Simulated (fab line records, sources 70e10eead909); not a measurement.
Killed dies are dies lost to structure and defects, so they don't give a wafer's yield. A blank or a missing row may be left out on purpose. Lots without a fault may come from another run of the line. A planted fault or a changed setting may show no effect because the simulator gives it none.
A struck lot beside a sound one | flow nand_harc | 18 steps out of a route of 1302
Sound: wafers L237.1, L237.2, L237.6. Struck: wafers L243.3, L243.5, L243.6. The cause comes at the end.
At each step with rows: each side's tool, then ch and its chambers, then its first start. Under that, the readings that differ: sound wafers | struck wafers | difference of the means | sigmas: that difference in standard deviations of wafers without a fault.
alike: readings whose means differ by less than 2 such deviations, and words and numbers that are the same on both sides. not compared: withheld readings, readings that some wafer has no value for, bounds like >300 that may hide the same value, and numbers for which the record gives no deviation and whose values overlap.
The two part at a step that has a row with sigmas, a row that says differs or no value, or rows on one side only. Numbers that don't overlap but have no deviation are shown without sigmas and don't part them. A reading that every wafer of one side lacks parts them only if that side has two wafers or more.

first, 1 step without rows for these wafers: NHARC_P_ZERO_WELL_HARDBAKE_12 (time 65 s).
NHARC_P_ZERO_WELL_DESCUM_13: chemistry O2, time 3 s.
  sound on rie_diel-11 ch 0,1, day 1 21:17; struck on rie_diel-01 ch 1,2, day 4 09:31
  alike: drypump_motor_current_A, oes_product_au, rf_vpp_V, showerhead_plenum_p_Torr, throttle_valve_pct
  not compared: rf_hours_counter_h
NHARC_P_ZERO_WELL_ETCH_65: etches the open film in N2/H2, target depth 80 nm, overetch 24 nm, time 87.88 s.
  sound on rie_diel-11 ch 1,3, day 1 21:25; struck on rie_diel-01 ch 1,2,3, day 4 09:37
  alike: drypump_motor_current_A, oes_product_au, rf_vpp_V, showerhead_plenum_p_Torr, throttle_valve_pct
  not compared: rf_hours_counter_h
NHARC_P_ZERO_WELL_ETCH_62: etches the open film in CHF3/Ar, target depth 13 nm, time 6.5 s.
  sound on rie_diel-11 ch 2,3; struck on rie_diel-01 ch 2,3
  reading                         | sound          | struck         | difference | sigmas
  showerhead_plenum_p_Torr (Torr) | 2.52 2.46 2.52 | 2.30 2.30 2.23 | -0.22      | -2
  alike: drypump_motor_current_A, oes_product_au, rf_vpp_V, throttle_valve_pct
  not compared: rf_hours_counter_h
NHARC_P_ZERO_WELL_ETCH_63: etches the open film in HBr/Cl2, target depth 120 nm, time 40.1 s.
  sound on rie_si-02 ch 0,1, day 1 21:35; struck on rie_si-04 ch 0,2,3, day 4 10:00
  alike: drypump_motor_current_A, mfc_cl2_sccm, oes_product_au, throttle_valve_pct
  not compared: rf_hours_counter_h
then, 7 steps without rows for these wafers: NHARC_P_ZERO_WELL_STRIP_15 (strips in SPM, time 900 s); NHARC_P_ZERO_WELL_DEHYDRATE_16 (time 120 s); NHARC_P_ZERO_WELL_HMDS_17 (time 30 s); NHARC_P_ZERO_WELL_COAT_18; NHARC_P_ZERO_WELL_SOFTBAKE_19 (time 95 s); NHARC_P_ZERO_WELL_EBR_20; NHARC_P_ZERO_WELL_EXPOSE_21 (exposes mask P NWELL, target cd 720 nm).
NHARC_P_ZERO_WELL_PEB_22: peb time 85 s.
  sound on litho_track-07 ch 0, day 1 22:26; struck on litho_track-05 ch 0, day 4 10:47
  reading                  | sound                | struck               | difference | sigmas
  heater_power_total_W (W) | 164.30 164.44 163.95 | 171.24 172.10 172.21 | +7.62      | +27
  plate_temp_C (C)         | 118.11 117.92 117.99 | 122.00 121.97 122.12 | +4.02      | +34
  alike: exhaust_pa
then, 1 step without rows for these wafers: NHARC_P_ZERO_WELL_DEVELOP_23 (time 70 s).
NHARC_P_ZERO_WELL_CD_MEAS_24: target cd 720 nm.
  sound on cd_sem-02 ch 0, day 1 22:31; struck on cd_sem-03 ch 0, day 4 10:53
  alike: cd_nm
then, 1 step without rows for these wafers: NHARC_P_ZERO_WELL_HARDBAKE_25 (time 80 s).
NHARC_P_ZERO_WELL_DESCUM_26: chemistry O2, time 3 s.
  sound on rie_diel-11 ch 1,2, day 1 22:41; struck on rie_diel-08 ch 0,1,2, day 4 11:04
  alike: drypump_motor_current_A, oes_product_au, rf_vpp_V, showerhead_plenum_p_Torr, throttle_valve_pct
  not compared: rf_hours_counter_h, model.P_ZERO_WELL.cd_nm
then, 1 step without rows for these wafers: NHARC_P_ZERO_WELL_IMPLANT_27.

WHERE THEY PART
First at NHARC_P_ZERO_WELL_ETCH_62; last, within this record, at NHARC_P_ZERO_WELL_PEB_22. Later steps at which nothing parts them and some readings are alike: NHARC_P_ZERO_WELL_CD_MEAS_24, NHARC_P_ZERO_WELL_DESCUM_26.

WHY: what the simulator had put in
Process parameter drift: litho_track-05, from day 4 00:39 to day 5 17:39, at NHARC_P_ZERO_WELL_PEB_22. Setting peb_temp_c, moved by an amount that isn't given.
